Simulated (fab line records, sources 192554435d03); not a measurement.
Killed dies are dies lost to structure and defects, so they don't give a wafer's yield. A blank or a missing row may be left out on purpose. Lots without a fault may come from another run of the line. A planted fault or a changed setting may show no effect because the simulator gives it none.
fab line records | flow n5_finfet
record lots=24 wafers=72 last_day=18
route steps=1938 shown BEOL_M6@1252 BEOL_M7@1280
lots that met no fault: from a run of the same line without faults
start_h: hours from the record's first day to the start of the lot's first wafer shown | wait_h: hours since the lot's step before | " the same as in the row above | L1.1+2: a row that stands for several wafers | - no value, or no start given | * or withheld: withheld | < > ~ a bound
route shown NAME@n: a module of which the file shows steps, and the number in the route of the first | usual: mean/standard deviation of fault-free wafers | same: alike in all rows | chamber/n: place in a boat | sites: the reading at each site | _std_site: their standard deviation | _edge_site: outer sites' mean less inner sites' | radius_mm: how far each site lies from the wafer's centre | mask NAME#n: copy n | behind: the tool/chamber that last shaped the wafer | hold: why the lot was held/for how many hours/how that ended | device: the transistor (n, p or np) that didn't switch | end of line: the same wafers' tests at the end of the route | a step without rows: its recipe alone | killed: dies lost to structure and defects at the first sort, not the wafer's yield | map: a wafer's dies, x killed, . not, _ none there
set.NAME: the setting as run; set.NAME@STEP: as run at that earlier step | model.NAME: the simulator's own value behind a step, which no gauge read
steps of the route over a sample of lots; a table a step, a row a wafer
services: from which hour (start_h, from the record's first day; less than 0 if before it) a tool's chamber was out of use, for how many hours, and why
## steps
# step N5_BEOL_M6_SURFACE_TREAT_79
# recipe gas=Ar time_s=* ion_energy_ev=* ion_current_ma_cm2=0.5 pressure_mtorr=* ar_flow_sccm=30
# usual pressure_mtorr=* throttle_valve_pct=*
# columns lot.wafer tool chamber start_h wait_h pressure_mtorr throttle_valve_pct
L074.3 pvd_sputter-02 - 179.89 0.2 * *
L074.5 " - " " * *
L074.6 " - " " * *
L076.1 pvd_sputter-03 - 192.31 0.2 * *
L076.4 " - " " * *
L076.6 " - " " * *
L075.2 pvd_sputter-01 - 194.81 0.2 * *
L075.5 " - " " * *
L075.6 " - " " * *
L077.2 pvd_sputter-01 - 197.98 0.2 * *
L077.3 " - " " * *
L077.4 " - " " * *
L078.3 pvd_sputter-02 - 204.66 0.2 * *
L078.4 " - " " * *
L078.6 " - " " * *
L079.1 pvd_sputter-03 - 215.30 0.2 * *
L079.4 " - " " * *
L079.6 " - " " * *
L081.2 pvd_sputter-03 - 219.17 0.2 * *
L081.4 " - " " * *
L081.6 " - " " * *
L080.1 pvd_sputter-01 - 224.83 0.3 * *
L080.2 " - " " * *
L080.3 " - " " * *
L082.2 pvd_sputter-01 - 231.38 0.3 * *
L082.3 " - " " * *
L082.6 " - " " * *
L083.1 pvd_sputter-02 - 239.98 0.2 * *
L083.3 " - " " * *
L083.6 " - " " * *
L084.1 pvd_sputter-02 - 240.37 0.3 * *
L084.2 " - " " * *
L084.5 " - " " * *
L086.2 pvd_sputter-03 - 257.48 0.2 * *
L086.4 " - " " * *
L086.6 " - " " * *
L088.1 pvd_sputter-02 - 262.54 0.3 * *
L088.2 " - " " * *
L088.3 " - " " * *
L085.4 pvd_sputter-01 - 262.79 0.2 * *
L085.5 " - " " * *
L085.6 " - " " * *
L087.1 pvd_sputter-03 - 267.17 0.2 * *
L087.2 " - " " * *
L087.3 " - " " * *
L089.1 pvd_sputter-03 - 273.02 0.3 * *
L089.3 " - " " * *
L089.4 " - " " * *
L091.3 pvd_sputter-03 - 289.64 0.2 * *
L091.4 " - " " * *
L091.6 " - " " * *
L093.1 pvd_sputter-01 - 299.38 0.4 * *
L093.4 " - " " * *
L093.6 " - " " * *
L090.2 pvd_sputter-01 - 300.70 0.3 * *
L090.3 " - " " * *
L090.5 " - " " * *
L092.2 pvd_sputter-01 - 309.63 0.2 * *
L092.4 " - " " * *
L092.6 " - " " * *
L094.1 pvd_sputter-03 - 317.08 1.3 * *
L094.2 " - " " * *
L094.3 " - " " * *
L095.3 pvd_sputter-03 - 318.59 0.2 * *
L095.5 " - " " * *
L095.6 " - " " * *
L096.2 pvd_sputter-01 - 323.58 0.2 * *
L096.3 " - " " * *
L096.5 " - " " * *
L097.2 pvd_sputter-01 - 330.88 0.2 * *
L097.4 " - " " * *
L097.5 " - " " * *
# step N5_BEOL_M6_THK_MEAS_53
# recipe thk_meas_gauge=xrf reads=Cu_of_BEOL_M6_ECD_50
# usual M6_THK=77.8/2.5
# columns lot.wafer tool chamber start_h wait_h M6_THK[nm]
L074.3 film_metro-02 - 181.14 - 78.0
L074.5 " - " " 78.7
L074.6 " - " " 79.4
L076.1 film_metro-01 - 194.05 - 71.0
L076.4 " - " " 75.2
L076.6 " - " " 75.6
L075.2 film_metro-02 - 196.03 - 78.8
L075.5 " - " " 75.9
L075.6 " - " " 75.0
L077.2 film_metro-01 - 199.15 - 79.8
L077.3 " - " " 76.0
L077.4 " - " " 77.7
L078.3 film_metro-02 - 207.33 - 74.4
L078.4 " - " " 74.9
L078.6 " - " " 77.1
L079.1 film_metro-01 - 216.58 - 73.7
L079.4 " - " " 76.2
L079.6 " - " " 75.0
L081.2 film_metro-02 - 220.17 - 77.8
L081.4 " - " " 73.6
L081.6 " - " " 77.7
L080.1 film_metro-02 - 226.81 - 78.1
L080.2 " - " " 81.3
L080.3 " - " " 73.9
L082.2 film_metro-02 - 232.58 - 80.2
L082.3 " - " " 79.1
L082.6 " - " " 77.9
L083.1 film_metro-01 - 241.09 - 80.6
L083.3 " - " " 77.3
L083.6 " - " " 78.6
L084.1 film_metro-02 - 242.86 - 75.2
L084.2 " - " " 84.2
L084.5 " - " " 75.9
L086.2 film_metro-01 - 258.71 - 73.7
L086.4 " - " " 76.4
L086.6 " - " " 79.6
L088.1 film_metro-02 - 263.62 - 78.3
L088.2 " - " " 79.8
L088.3 " - " " 83.2
L085.4 film_metro-01 - 264.28 - 81.1
L085.5 " - " " 80.9
L085.6 " - " " 78.7
L087.1 film_metro-01 - 269.93 - 73.4
L087.2 " - " " 73.0
L087.3 " - " " 77.7
L089.1 film_metro-01 - 275.20 - 81.2
L089.3 " - " " 79.8
L089.4 " - " " 75.7
L091.3 film_metro-01 - 291.12 - 82.8
L091.4 " - " " 77.3
L091.6 " - " " 77.8
L093.1 film_metro-02 - 300.84 - 78.3
L093.4 " - " " 79.3
L093.6 " - " " 78.8
L090.2 film_metro-02 - 301.85 - 75.1
L090.3 " - " " 78.6
L090.5 " - " " 76.1
L092.2 film_metro-01 - 312.02 - 81.1
L092.4 " - " " 80.2
L092.6 " - " " 78.4
L094.1 film_metro-01 - 318.41 - 80.7
L094.2 " - " " 76.9
L094.3 " - " " 77.9
L095.3 film_metro-01 - 323.07 - 80.3
L095.5 " - " " 79.4
L095.6 " - " " 77.5
L096.2 film_metro-01 - 324.99 - 73.7
L096.3 " - " " 78.5
L096.5 " - " " 76.8
L097.2 film_metro-01 - 331.95 - 75.2
L097.4 " - " " 74.6
L097.5 " - " " 78.7
# step N5_BEOL_M7_ETCH_61
# recipe chemistry=CF4 target=SiARC target_depth_a=455 mask_material=CAR-ArF time_s=75.8 ion_energy_ev=80 pressure_mtorr=40 source_w=545 bias_w=36 Ar_flow_sccm=100 cf4_flow_sccm=100 ends=cleared
# usual drypump_motor_current_A=5.9/0.48 etch_rf_on_time_s=76.3/2.3 mfc_ar_sccm=99.99/0.28 oes_product_au=0.64/0.077 rf_vpp_V=183.9/1.2 showerhead_plenum_p_Torr=2.14/0.076 throttle_valve_pct=15.78/0.26
# columns lot.wafer tool chamber start_h wait_h drypump_motor_current_A etch_rf_on_time_s mfc_ar_sccm oes_product_au rf_hours_counter_h rf_vpp_V showerhead_plenum_p_Torr throttle_valve_pct
L074.3 rie_diel-06 0 183.18 0.0 6.6 72.5 99.90 0.65 184 183.0 2.04 15.33
L074.5 " 0 " " 6.5 72.7 99.76 0.64 - 183.0 2.04 15.34
L074.6 " 1 " " 6.5 77.6 99.72 0.74 - 185.4 2.26 15.49
L076.1 rie_diel-01 2 195.46 0.0 5.4 77.8 100.12 0.61 189 185.5 2.21 15.72
L076.4 " 1 " " 5.5 74.7 99.94 0.84 0 184.4 2.20 15.56
L076.6 " 3 " " 5.4 74.5 100.23 0.65 - 184.2 2.16 16.01
L075.2 rie_diel-03 1 198.13 0.0 6.8 75.2 99.93 0.60 203 181.6 2.05 15.97
L075.5 " 0 " " 5.8 77.0 100.08 0.64 - 186.2 2.22 15.92
L075.6 " 1 " " 6.8 75.3 99.68 0.59 - 183.5 2.05 15.98
L077.2 rie_diel-01 3 202.20 0.0 5.4 74.2 100.12 0.65 147 183.2 2.16 16.03
L077.3 " 1 " " 5.5 73.9 100.00 0.83 4 184.1 2.19 15.56
L077.4 " 0 " " 5.5 77.2 100.25 0.59 230 184.1 2.13 15.98
L078.3 rie_diel-01 1 211.10 0.0 5.5 74.6 99.47 0.81 6 184.2 2.19 15.57
L078.4 " 0 " " 5.5 77.3 100.18 0.58 - 184.8 2.13 15.97
L078.6 " 1 " " 5.5 74.5 99.72 0.82 - 185.5 2.19 15.57
L079.1 rie_diel-03 2 219.42 0.0 6.2 79.8 99.96 0.57 215 185.4 2.22 15.97
L079.4 " 1 " " 6.8 75.6 99.41 0.59 211 181.9 2.04 15.99
L079.6 " 0 " " 5.7 77.8 99.81 0.63 - 185.2 2.22 15.93
L081.2 rie_diel-03 2 224.23 0.0 6.2 80.0 100.32 0.57 216 184.9 2.22 15.97
L081.4 " 3 " " 5.8 73.5 100.03 0.67 126 182.4 2.07 15.30
L081.6 " 0 " " 5.7 77.3 99.88 0.63 - 184.3 2.21 15.94
L080.1 rie_diel-03 0 228.54 0.0 5.7 77.0 99.87 0.63 172 186.0 2.21 15.95
L080.2 " 2 " " 6.2 80.0 99.95 0.57 218 184.6 2.22 15.97
L080.3 " 3 " " 5.8 74.2 100.01 0.66 128 183.2 2.07 15.30
L082.2 rie_diel-06 2 235.49 0.0 5.6 72.5 100.02 0.84 3 183.4 2.10 15.66
L082.3 " 0 " " 6.5 72.9 99.83 0.63 201 181.4 2.04 15.37
L082.6 " 0 " " 6.5 73.0 99.87 0.64 - 182.2 2.04 15.38
L083.1 rie_diel-01 2 246.14 0.0 5.4 78.9 99.87 0.59 206 183.4 2.20 15.76
L083.3 " 0 " " 5.5 77.1 100.45 0.58 244 184.0 2.13 15.99
L083.6 " 3 " " 5.4 76.2 100.17 0.64 - 183.8 2.16 16.05
L084.1 rie_diel-03 2 246.72 0.0 6.2 80.1 99.79 0.56 223 185.5 2.22 15.99
L084.2 " 3 " " 5.9 73.1 100.31 0.66 134 182.3 2.06 15.34
L084.5 " 2 " " 6.2 81.1 99.58 0.56 - 186.3 2.22 15.99
L086.2 rie_diel-01 0 261.91 0.0 5.5 76.8 100.39 0.59 248 183.0 2.13 16.01
L086.4 " 1 " " 5.5 74.0 100.38 0.78 21 185.6 2.19 15.62
L086.6 " 3 " " 5.4 75.4 99.91 0.64 - 185.1 2.16 16.07
L088.1 rie_diel-03 0 266.73 0.0 5.7 78.7 100.41 0.62 181 183.7 2.21 15.97
L088.2 " 3 " " 5.8 75.0 100.23 0.65 138 182.5 2.06 15.32
L088.3 " 2 " " 6.2 80.8 100.14 0.56 228 185.0 2.22 16.00
L085.4 rie_diel-01 2 266.83 0.0 5.4 78.0 100.03 0.59 212 185.0 2.20 15.75
L085.5 " 3 " " 5.4 75.3 99.76 0.63 - 182.5 2.16 16.04
L085.6 " 0 " " 5.5 77.3 100.42 0.58 - 183.6 2.12 16.01
L087.1 rie_diel-03 1 272.67 0.0 6.8 75.3 99.78 0.59 225 182.8 2.04 16.01
L087.2 " 0 " " 5.8 77.9 100.44 0.62 183 185.1 2.21 15.97
L087.3 " 3 " " 5.8 73.3 100.10 0.66 140 182.4 2.06 15.33
L089.1 rie_diel-03 0 276.94 0.0 5.7 78.9 99.92 0.61 184 184.7 2.21 15.99
L089.3 " 2 " " 6.2 80.8 99.63 0.56 231 184.2 2.21 16.01
L089.4 " 1 " " 6.8 76.2 99.89 0.58 227 183.8 2.04 16.02
L091.3 rie_diel-01 2 293.69 0.0 5.4 79.1 100.22 0.59 222 184.0 2.20 15.78
L091.4 " 2 " " 5.4 79.2 100.49 0.59 - 185.3 2.19 15.79
L091.6 " 3 " " 5.4 76.3 99.53 0.63 - 184.3 2.15 16.09
L093.1 rie_diel-06 1 303.70 0.0 6.5 79.3 99.39 0.69 69 185.4 2.25 15.53
L093.4 " 3 " " 5.8 73.8 100.15 0.64 163 182.4 1.98 15.39
L093.6 " 2 " " 5.6 73.8 100.89 0.79 - 183.8 2.09 15.70
L090.2 rie_diel-03 2 303.85 0.0 6.2 81.4 99.99 0.55 238 184.8 2.21 16.02
L090.3 " 3 " " 5.8 75.1 99.42 0.64 148 184.5 2.06 15.35
L090.5 " 0 " " 5.8 78.4 100.00 0.61 - 185.3 2.21 16.00
L092.2 rie_diel-01 2 314.20 0.0 5.4 79.4 99.95 0.59 230 182.8 2.19 15.82
L092.4 " 0 " " 5.5 74.6 99.98 0.84 2 184.2 2.12 15.52
L092.6 " 0 " " 5.5 75.1 99.79 0.83 - 182.9 2.12 15.53
L094.1 rie_diel-01 0 323.25 0.0 5.5 75.6 100.06 0.81 5 183.5 2.12 15.54
L094.2 " 3 " " 5.4 75.2 100.26 0.62 182 183.3 2.15 16.10
L094.3 " 1 " " 5.5 73.9 99.77 0.75 41 183.6 2.18 15.65
L095.3 rie_diel-06 0 324.67 0.0 6.5 71.4 100.30 0.63 229 182.6 2.03 15.43
L095.5 " 2 " " 5.6 72.2 100.26 0.78 - 181.4 2.09 15.70
L095.6 " 3 " " 5.9 73.0 99.76 0.64 - 182.7 1.97 15.42
L096.2 rie_diel-03 2 326.79 0.0 6.2 80.6 99.61 0.54 244 184.8 2.21 16.02
L096.3 " 0 " " 5.7 78.7 99.47 0.61 199 184.5 2.20 16.01
L096.5 " 2 " " 6.2 80.8 99.98 0.55 - 184.8 2.21 16.05
L097.2 rie_diel-03 0 334.20 0.0 5.8 79.3 99.48 0.60 202 185.8 2.20 16.00
L097.4 " 2 " " 6.2 79.8 100.40 0.55 246 184.9 2.21 16.04
L097.5 " 1 " " 6.8 75.4 99.94 0.57 - 183.1 2.03 16.05
# step N5_BEOL_M7_STRIP_19
# recipe chemistry=O2 power_w=400 temp_c=40 pressure_mtorr=30 rf_frequency_hz=6e+07 bias_power_w=0 overash_fraction=0.2 o2_flow_sccm=225
# usual drypump_motor_current_A=6.0/0.45 oes_product_au=0.76/0.091 rf_vpp_V=3.7/0.61 showerhead_plenum_p_Torr=2.07/0.087 throttle_valve_pct=16.7/0.31
# columns lot.wafer tool chamber start_h wait_h drypump_motor_current_A oes_product_au rf_hours_counter_h rf_vpp_V showerhead_plenum_p_Torr throttle_valve_pct
L074.3 rie_diel-06 0 183.54 0.1 6.5 0.74 185 3.6 2.00 16.4
L074.5 " 0 " " 6.5 0.74 - 3.6 2.00 16.5
L074.6 " 1 " " 6.5 0.89 - 4.2 2.20 16.4
L076.1 rie_diel-06 2 196.04 0.3 5.6 0.69 249 3.4 2.05 17.2
L076.4 " 3 " " 5.9 0.79 130 2.8 1.93 16.3
L076.6 " 1 " " 6.5 0.89 - 3.9 2.20 16.4
L075.2 rie_diel-06 3 198.57 0.2 5.8 0.78 131 4.4 1.92 16.4
L075.5 " 1 " " 6.5 0.88 - 3.8 2.20 16.4
L075.6 " 2 " " 5.6 0.69 - 3.0 2.06 17.2
L077.2 rie_diel-03 2 202.63 0.2 6.2 0.70 209 3.5 2.13 16.7
L077.3 " 1 " " 6.8 0.68 205 3.4 2.00 17.1
L077.4 " 0 " " 5.8 0.76 163 3.9 2.18 17.0
L078.3 rie_diel-01 1 211.46 0.1 5.5 0.94 7 3.4 2.12 16.5
L078.4 " 2 " " 5.4 0.72 - 2.7 2.20 17.0
L078.6 " 0 " " 5.5 0.70 - 3.6 2.07 17.0
L079.1 rie_diel-03 1 219.78 0.1 6.8 0.68 211 4.2 2.00 17.1
L079.4 " 3 " " 5.8 0.78 125 3.0 1.99 16.2
L079.6 " 2 " " 6.2 0.69 - 4.4 2.13 16.7
L081.2 rie_diel-03 2 224.68 0.2 6.2 0.69 216 3.2 2.13 16.7
L081.4 " 3 " " 5.8 0.77 126 3.4 1.99 16.2
L081.6 " 2 " " 6.2 0.69 - 3.7 2.13 16.7
L080.1 rie_diel-03 3 228.90 0.1 5.8 0.77 128 4.4 1.99 16.2
L080.2 " 1 " " 6.8 0.67 214 3.4 2.00 17.1
L080.3 " 0 " " 5.7 0.75 172 2.6 2.18 17.1
L082.2 rie_diel-06 0 235.85 0.1 6.5 0.73 201 4.2 2.00 16.5
L082.3 " 3 " " 5.9 0.77 143 2.8 1.92 16.4
L082.6 " 1 " " 6.5 0.86 - 3.3 2.19 16.5
L083.1 rie_diel-01 3 246.50 0.1 5.4 0.75 156 3.6 2.09 17.0
L083.3 " 0 " " 5.5 0.68 244 4.2 2.07 17.0
L083.6 " 1 " " 5.5 0.91 - 4.0 2.12 16.5
L084.1 rie_diel-06 3 247.10 0.1 5.8 0.76 146 3.8 1.92 16.4
L084.2 " 0 " " 6.5 0.73 204 3.8 1.99 16.5
L084.5 " 1 " " 6.5 0.86 - 3.8 2.19 16.5
L086.2 rie_diel-06 1 262.26 0.1 6.5 0.85 58 3.7 2.19 16.5
L086.4 " 0 " " 6.5 0.74 209 2.3 1.99 16.5
L086.6 " 2 " " 5.6 0.97 - 3.2 2.05 16.8
L088.1 rie_diel-03 2 267.20 0.2 6.2 0.68 228 3.9 2.12 16.8
L088.2 " 3 " " 5.8 0.76 138 4.6 1.99 16.3
L088.3 " 0 " " 5.7 0.74 182 3.9 2.18 17.1
L085.4 rie_diel-01 3 267.28 0.1 5.4 0.76 161 3.6 2.09 17.0
L085.5 " 3 " " 5.4 0.75 - 3.3 2.09 17.0
L085.6 " 2 " " 5.4 0.70 - 2.7 2.19 17.0
L087.1 rie_diel-03 1 273.12 0.2 6.8 0.67 225 3.4 2.00 17.1
L087.2 " 2 " " 6.2 0.68 230 3.0 2.12 16.7
L087.3 " 3 " " 5.9 0.75 140 3.7 1.99 16.3
L089.1 rie_diel-06 0 277.30 0.1 6.5 0.73 214 3.7 1.99 16.5
L089.3 " 2 " " 5.6 0.95 14 3.2 2.05 16.8
L089.4 " 3 " " 5.9 0.75 155 3.5 1.92 16.4
L091.3 rie_diel-03 1 294.05 0.1 6.8 0.66 232 3.4 1.99 17.1
L091.4 " 3 " " 5.8 0.76 146 5.2 1.98 16.3
L091.6 " 2 " " 6.2 0.67 - 4.2 2.12 16.7
L093.1 rie_diel-03 1 304.07 0.1 6.8 0.65 234 3.9 1.99 17.1
L093.4 " 0 " " 5.7 0.72 192 3.6 2.17 17.1
L093.6 " 2 " " 6.3 0.67 - 3.4 2.12 16.8
L090.2 rie_diel-03 2 304.21 0.1 6.2 0.67 238 3.3 2.12 16.8
L090.3 " 3 " " 5.8 0.75 149 3.5 1.98 16.3
L090.5 " 1 " " 6.8 0.66 - 4.0 1.99 17.1
L092.2 rie_diel-01 2 314.67 0.2 5.4 0.69 230 3.3 2.19 17.0
L092.4 " 1 " " 5.5 0.87 40 4.5 2.11 16.5
L092.6 " 2 " " 5.4 0.69 - 3.1 2.19 17.0
L094.1 rie_diel-06 1 323.69 0.2 6.5 0.83 76 3.1 2.18 16.5
L094.2 " 0 " " 6.5 0.72 228 4.3 1.99 16.5
L094.3 " 2 " " 5.6 0.91 27 2.4 2.05 16.8
L095.3 rie_diel-03 1 325.11 0.1 6.8 0.65 239 3.7 1.99 17.1
L095.5 " 2 " " 6.2 0.67 - 4.5 2.12 16.8
L095.6 " 3 " " 5.8 0.75 - 2.7 1.98 16.3
L096.2 rie_diel-01 1 327.17 0.1 5.5 0.86 43 2.8 2.11 16.6
L096.3 " 0 " " 5.5 0.95 6 3.9 2.06 16.6
L096.5 " 0 " " 5.5 0.94 - 2.9 2.06 16.6
L097.2 rie_diel-06 3 334.55 0.1 5.9 0.74 173 3.3 1.91 16.4
L097.4 " 0 " " 6.5 0.73 233 2.3 1.98 16.5
L097.5 " 0 " " 6.6 0.72 - 3.8 1.98 16.5
# step N5_BEOL_M7_OCD_MEAS_38
# usual trench_depth_nm=93.0/2
# columns lot.wafer tool chamber start_h wait_h trench_depth_nm
L074.3 ocd-01 - 185.37 - 93.7
L074.5 " - " " 93.6
L074.6 " - " " 93.4
L076.1 ocd-01 - 197.53 - 91.8
L076.4 " - " " 92.3
L076.6 " - " " 91.8
L075.2 ocd-01 - 199.92 - 90.2
L075.5 " - " " 95.1
L075.6 " - " " 92.3
L077.2 ocd-01 - 203.78 - 95.8
L077.3 " - " " 94.2
L077.4 " - " " 95.2
L078.3 ocd-02 - 212.43 - 91.3
L078.4 " - " " 94.9
L078.6 " - " " 95.0
L079.1 ocd-01 - 223.39 - 93.5
L079.4 " - " " 93.3
L079.6 " - " " 94.7
L081.2 ocd-02 - 225.61 - 92.2
L081.4 " - " " 96.1
L081.6 " - " " 95.4
L080.1 ocd-01 - 231.53 - 92.3
L080.2 " - " " 91.9
L080.3 " - " " 94.6
L082.2 ocd-01 - 238.51 - 95.1
L082.3 " - " " 93.4
L082.6 " - " " 95.1
L083.1 ocd-02 - 247.56 - 90.2
L083.3 " - " " 89.9
L083.6 " - " " 92.3
L084.1 ocd-01 - 250.26 - 90.2
L084.2 " - " " 92.2
L084.5 " - " " 90.5
L086.2 ocd-02 - 263.38 - 92.8
L086.4 " - " " 94.8
L086.6 " - " " 91.7
L085.4 ocd-01 - 269.65 - 97.9
L085.5 " - " " 93.9
L085.6 " - " " 97.4
L088.1 ocd-02 - 269.66 - 95.7
L088.2 " - " " 91.8
L088.3 " - " " 93.0
L087.1 ocd-02 - 274.17 - 92.2
L087.2 " - " " 95.9
L087.3 " - " " 93.6
L089.1 ocd-01 - 278.37 - 91.4
L089.3 " - " " 91.4
L089.4 " - " " 94.5
L091.3 ocd-02 - 296.11 - 89.7
L091.4 " - " " 92.9
L091.6 " - " " 90.8
L090.2 ocd-02 - 305.79 - 91.2
L090.3 " - " " 93.8
L090.5 " - " " 90.0
L093.1 ocd-01 - 305.94 - 94.5
L093.4 " - " " 94.9
L093.6 " - " " 89.8
L092.2 ocd-02 - 317.05 - 94.7
L092.4 " - " " 96.0
L092.6 " - " " 95.7
L094.1 ocd-01 - 325.97 - 90.3
L094.2 " - " " 93.3
L094.3 " - " " 90.3
L095.3 ocd-01 - 326.32 - 94.8
L095.5 " - " " 93.0
L095.6 " - " " 93.8
L096.2 ocd-01 - 329.89 - 91.9
L096.3 " - " " 91.5
L096.5 " - " " 90.6
L097.2 ocd-02 - 337.88 - 93.3
L097.4 " - " " 92.7
L097.5 " - " " 91.7
# step N5_BEOL_M7_SURFACE_TREAT_79
# recipe gas=Ar time_s=* ion_energy_ev=* ion_current_ma_cm2=0.5 pressure_mtorr=* ar_flow_sccm=30
# usual pressure_mtorr=* throttle_valve_pct=*
# columns lot.wafer tool chamber start_h wait_h pressure_mtorr throttle_valve_pct
L074.3 pvd_sputter-01 - 186.76 0.4 * *
L074.5 " - " " * *
L074.6 " - " " * *
L076.1 pvd_sputter-01 - 198.90 0.2 * *
L076.4 " - " " * *
L076.6 " - " " * *
L075.2 pvd_sputter-01 - 201.01 0.2 * *
L075.5 " - " " * *
L075.6 " - " " * *
L077.2 pvd_sputter-02 - 204.90 0.3 * *
L077.3 " - " " * *
L077.4 " - " " * *
L078.3 pvd_sputter-03 - 215.22 0.2 * *
L078.4 " - " " * *
L078.6 " - " " * *
L079.1 pvd_sputter-03 - 224.65 0.2 * *
L079.4 " - " " * *
L079.6 " - " " * *
L081.2 pvd_sputter-03 - 226.65 0.3 * *
L081.4 " - " " * *
L081.6 " - " " * *
L080.1 pvd_sputter-02 - 232.58 0.2 * *
L080.2 " - " " * *
L080.3 " - " " * *
L082.2 pvd_sputter-02 - 239.78 0.2 * *
L082.3 " - " " * *
L082.6 " - " " * *
L083.1 pvd_sputter-03 - 250.17 0.2 * *
L083.3 " - " " * *
L083.6 " - " " * *
L084.1 pvd_sputter-03 - 251.41 0.4 * *
L084.2 " - " " * *
L084.5 " - " " * *
L086.2 pvd_sputter-01 - 265.91 1.5 * *
L086.4 " - " " * *
L086.6 " - " " * *
L085.4 pvd_sputter-03 - 270.81 0.4 * *
L085.5 " - " " * *
L085.6 " - " " * *
L088.1 pvd_sputter-03 - 270.85 0.4 * *
L088.2 " - " " * *
L088.3 " - " " * *
L087.1 pvd_sputter-01 - 275.93 0.2 * *
L087.2 " - " " * *
L087.3 " - " " * *
L089.1 pvd_sputter-02 - 279.42 0.3 * *
L089.3 " - " " * *
L089.4 " - " " * *
L091.3 pvd_sputter-03 - 297.05 0.2 * *
L091.4 " - " " * *
L091.6 " - " " * *
L090.2 pvd_sputter-01 - 308.51 1.3 * *
L090.3 " - " " * *
L090.5 " - " " * *
L093.1 pvd_sputter-01 - 308.55 1.2 * *
L093.4 " - " " * *
L093.6 " - " " * *
L092.2 pvd_sputter-02 - 318.19 0.4 * *
L092.4 " - " " * *
L092.6 " - " " * *
L094.1 pvd_sputter-01 - 327.28 0.3 * *
L094.2 " - " " * *
L094.3 " - " " * *
L095.3 pvd_sputter-01 - 329.16 1.8 * *
L095.5 " - " " * *
L095.6 " - " " * *
L096.2 pvd_sputter-03 - 330.98 0.2 * *
L096.3 " - " " * *
L096.5 " - " " * *
L097.2 pvd_sputter-03 - 339.18 0.4 * *
L097.4 " - " " * *
L097.5 " - " " * *
## services
# columns tool chamber start_h hours kind
rie_diel-01 1 176.55 - clean
rie_diel-01 1 176.55 - consumable_replace:focus_ring
rie_diel-01 1 176.55 15.4 scheduled_down
rie_diel-01 1 176.55 15.4 vent_cycle
rie_diel-06 2 198.77 - clean
rie_diel-06 2 198.77 - consumable_replace:focus_ring
rie_diel-06 2 198.77 24.8 scheduled_down
rie_diel-06 2 198.77 24.8 vent_cycle
rie_diel-06 - 199.41 3.9 repair
rie_diel-01 3 207.40 19.4 repair
rie_diel-01 0 267.70 - clean
rie_diel-01 0 267.70 - consumable_replace:focus_ring
rie_diel-01 0 267.70 39.1 scheduled_down
rie_diel-01 0 267.70 39.1 vent_cycle
rie_diel-01 1 293.98 4.3 repair
rie_diel-03 - 297.78 2.8 pm
rie_diel-01 - 333.66 2.8 pm
## key
fault none
